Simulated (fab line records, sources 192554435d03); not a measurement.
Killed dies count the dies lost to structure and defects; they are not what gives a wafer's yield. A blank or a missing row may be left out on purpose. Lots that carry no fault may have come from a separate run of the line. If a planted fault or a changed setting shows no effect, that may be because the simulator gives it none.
Comparing a struck lot with a sound one | flow n5 finfet | 14 steps out of a route of 1938
Sound: wafers L542.4, L542.5, L542.6. Struck: wafer L553.4. (L553.3, L553.5 of the same lot were not struck and are left out.) The cause comes at the end.
At each step with rows: each side's tool, then ch and its chambers, then its first start. Under that, the readings that differ: sound wafers | struck wafers | difference of the means | sigmas: that difference in standard deviations of wafers without a fault.
alike: words and numbers the same on both sides, and readings whose means are apart by under 2 such deviations; not compared: readings that were withheld, readings missing a value for some wafer, numbers with overlapping values and no deviation given by the record, and bounds like >300 which may hide the same value.
Wherever a step has rows on one side only, a row that says differs or no value, or a row with sigmas, the two part there. Numbers that have no deviation but don't overlap get no sigmas and don't part them. A reading that every wafer of one side lacks parts them only if that side has two wafers or more.

N5_BEOL_M7_CURE_75: cures SiCOH lowk, time 120 s.
  sound on uv cure-03 ch 2, day 9 16:38; struck on uv cure-02 ch 2, day 13 12:35
  alike: lamp power pct, wafer_temp_C_max
N5_BEOL_M7_DEGAS_44: time 60 s.
  sound: pvd sputter-03 at day 9 17:01; struck: pvd sputter-01 at day 13 12:59
  alike: heater power w
N5_BEOL_M7_PRE_CLEAN_45: time 30 s.
  sound: pvd sputter-03 at day 9 17:03; struck: pvd sputter-01 at day 13 13:02
  alike: heater power w
then, 1 step without rows for these wafers: N5_BEOL_M7_ALD_77 (deposits TaN, target thk 2 nm, pulse time 2 s, purge time 3 s).
N5_BEOL_M7_SURFACE_TREAT_79:
  sound: pvd sputter-01 at day 9 17:27; struck: pvd sputter-02 at day 13 13:26
  not compared: throttle valve pct
then, 3 steps without rows for these wafers: N5_BEOL_M7_CVD_78 (deposits Co from CCTBA/H2, target thk 2 nm, time 142.3 s); N5_BEOL_M7_SPUTTER_48 (material Cu, target thk 10 nm, time 1.667 s); N5_BEOL_M7_ECD_50 (material Cu, target thk 300 nm).
N5_BEOL_M7_ANNEAL_51: time 90 s.
  sound on rtp anneal-02 ch 0, day 9 18:27; struck on rtp anneal-02 ch 0, day 13 14:21
  reading          | sound             | struck | difference | sigmas
  wafer_temp_C_max | 226.8 227.8 226.5 | 226.3  | -0.7       | -2
  alike: anneal temp c
then, 1 step without rows for these wafers: N5_BEOL_M7_CMP_52 (polishes, stops on SiCOH lowk, t overpolish 6.9 s, target thk 80 nm).
N5_BEOL_M7_THK_MEAS_53: measures by xrf.
  sound: film metro-02 at day 9 18:55; struck: film metro-02 at day 13 14:51
  alike: M7_THK
then, 1 step without rows for these wafers: N5_BEOL_M7_PRE_CLEAN_55 (time 15 s).
N5_BEOL_M7_DEP_56: deposits SiCN from 3MS/NH3, target thk 10 nm, time 17.5 s.
  sound on pecvd-04 ch 0,1,2, day 9 19:02; struck on pecvd-04 ch 0, day 13 14:55
  reading                                  | sound      | struck | difference | sigmas
  model.SiCN_of_BEOL_M7_DEP_56.thk nm (nm) | 9.8 10 9.8 | 6.6    | -3.3       |
  alike: showerhead plenum p Torr, throttle valve pct
N5_BEOL_M7_RS_MEAS_57: uses a four-point probe to measure.
  sound: film metro-02 at day 9 19:06; struck: film metro-02 at day 13 14:59
  alike: M7_RS

## WHERE THEY PART
N5_BEOL_M7_ANNEAL_51 only, going by this record. Later steps at which nothing parts them and some readings are alike: N5_BEOL_M7_THK_MEAS_53, N5_BEOL_M7_DEP_56, N5_BEOL_M7_RS_MEAS_57.

WHY: what had been put in by the simulator
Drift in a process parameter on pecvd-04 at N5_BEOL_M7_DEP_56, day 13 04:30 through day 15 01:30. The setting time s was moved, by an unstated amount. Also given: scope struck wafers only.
